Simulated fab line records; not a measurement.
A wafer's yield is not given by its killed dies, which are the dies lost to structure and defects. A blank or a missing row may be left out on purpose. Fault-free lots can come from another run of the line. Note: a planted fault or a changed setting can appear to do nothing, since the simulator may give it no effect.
Split-lot experiment	flow n5 finfet	39 wafers read from 7 lots, route of 1938 steps

== SPLIT DETAILS ==
At N5_FIN_SAQP_ETCH_65 (etches SiO2 in CF4, target depth 4 nm, time 4.4 s), the setting time s was moved away from the recipe's 4.4 s on 15 of the 39 wafers read, by -57.8% to +45.2%. This setting was run at the recipe's value on the other wafers.

Reading taken at the split's own step.

== THE READING ==
etch.depth nm (the simulator's own value, which no gauge read), in nm, at N5_FIN_SAQP_ETCH_65 (etches SiO2 in CF4, target depth 4 nm, time 4.4 s). The file does not state a usual value for it. Across the 24 wafers here that went through the recipe, the average is 3.978 nm and the standard deviation 0.068 nm.

wafer	tool, chamber at the split	time s as run, s	against the recipe	etch.depth nm, nm	against lot-mates on the recipe
L077.1	rie si-05, 0	4.4	recipe	4.108	-
L077.2	rie si-05, 2	2.654	-39.7%	2.379	-1.640
L077.3	rie si-05, 1	4.4	recipe	3.949	-
L077.4	rie si-05, 1	4.4	recipe	4.001	-
L077.5	rie si-05, 2	2.654	-39.7%	2.396	-1.623
L077.6	rie si-05, 0	2.654	-39.7%	2.492	-1.527
L082.1	rie si-02, 1,3	4.4	recipe	3.913	-
L082.4	rie si-02, 1,3	4.4	recipe	3.913	-
L082.2	rie si-02, 2	4.4	recipe	3.957	-
L083.1	rie si-06, 0	4.4	recipe	3.862	-
L083.2	rie si-06, 1	4.4	recipe	3.974	-
L083.3	rie si-06, 3	4.4	recipe	3.95	-
L083.4	rie si-06, 2	4.4	recipe	4.09	-
L083.5	rie si-06, 0	4.4	recipe	3.893	-
L083.6	rie si-06, 3	4.4	recipe	3.94	-
L086.1	rie si-05, 2	5.081	+15.5%	4.632	+0.584
L086.2	rie si-05, 3	4.4	recipe	4.054	-
L086.3	rie si-05, 1	5.081	+15.5%	4.602	+0.554
L086.4	rie si-05, 0	4.4	recipe	4.099	-
L086.5	rie si-05, 1	4.4	recipe	3.991	-
L086.6	rie si-05, 2	5.081	+15.5%	4.637	+0.589
L091.1	rie si-02, 3	4.4	recipe	3.947	-
L091.2	rie si-02, 1	6.101	+38.7%	5.508	+1.548
L091.3	rie si-02, 2	4.4	recipe	3.998	-
L091.4	rie si-02, 0	6.101	+38.7%	5.66	+1.700
L091.5	rie si-02, 0	6.101	+38.7%	5.654	+1.694
L091.6	rie si-02, 1	4.4	recipe	3.936	-
L093.1	rie si-06, 3	4.4	recipe	4.034	-
L093.2	rie si-06, 2	1.859	-57.8%	1.748	-2.242
L093.3	rie si-06, 0	1.859	-57.8%	1.648	-2.342
L093.4	rie si-06, 1	1.859	-57.8%	1.7	-2.290
L093.5	rie si-06, 3	4.4	recipe	4.063	-
L093.6	rie si-06, 0	4.4	recipe	3.874	-
L095.1	rie si-05, 3	6.391	+45.2%	5.815	+1.836
L095.2	rie si-05, 0	6.391	+45.2%	5.933	+1.954
L095.3	rie si-05, 2	4.4	recipe	3.971	-
L095.4	rie si-05, 2	4.4	recipe	3.936	-
L095.5	rie si-05, 0	6.391	+45.2%	5.904	+1.925
L095.6	rie si-05, 3	4.4	recipe	4.029	-
The file does not say which wafer passed through which chamber wherever a row lists several chambers: such a row stands for several wafers.

THE FIT
A straight line over all 39 wafers: etch.depth nm changes by +0.0406 nm for each +1% of time s; r = +1.00; the points scatter about the line by 0.069 nm.
The same after taking each lot's own level away (the mean of its wafers on the recipe; 39 wafers): +0.0408 nm for each +1%; r = +1.00; scatter 0.065 nm.
According to that fit, moving time s by its largest amount changes the reading by 2.4 nm.
Measured against the standard deviation above, the lots' own levels, which go from 3.9277 to 4.0480 nm, span 1.8 times it.
The two slopes agree, so the slope changes little with the lot-to-lot level.
Check: for one of the wafers moved furthest among these (-57.8%), held out of the fit, the line's prediction against its lot-mates is -2.36 nm. It came out at -2.24 nm against them.

== ADDITIONAL SPLITS CARRIED BY THESE WAFERS ==
Before the reading, these wafers also passed through other splits. Each is held against what the fit with the lots' levels taken away leaves over:
other split on the same wafers	wafers away from the commonest value	r with etch.depth nm (lot level and that fit taken away)
N5_ZERO_LAYER_DEVELOP_10 develop time s	18	-0.06

== FILE'S OWN FIT ==
etch.depth nm changes by +0.0408 nm for each +1% of time s, r = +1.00.
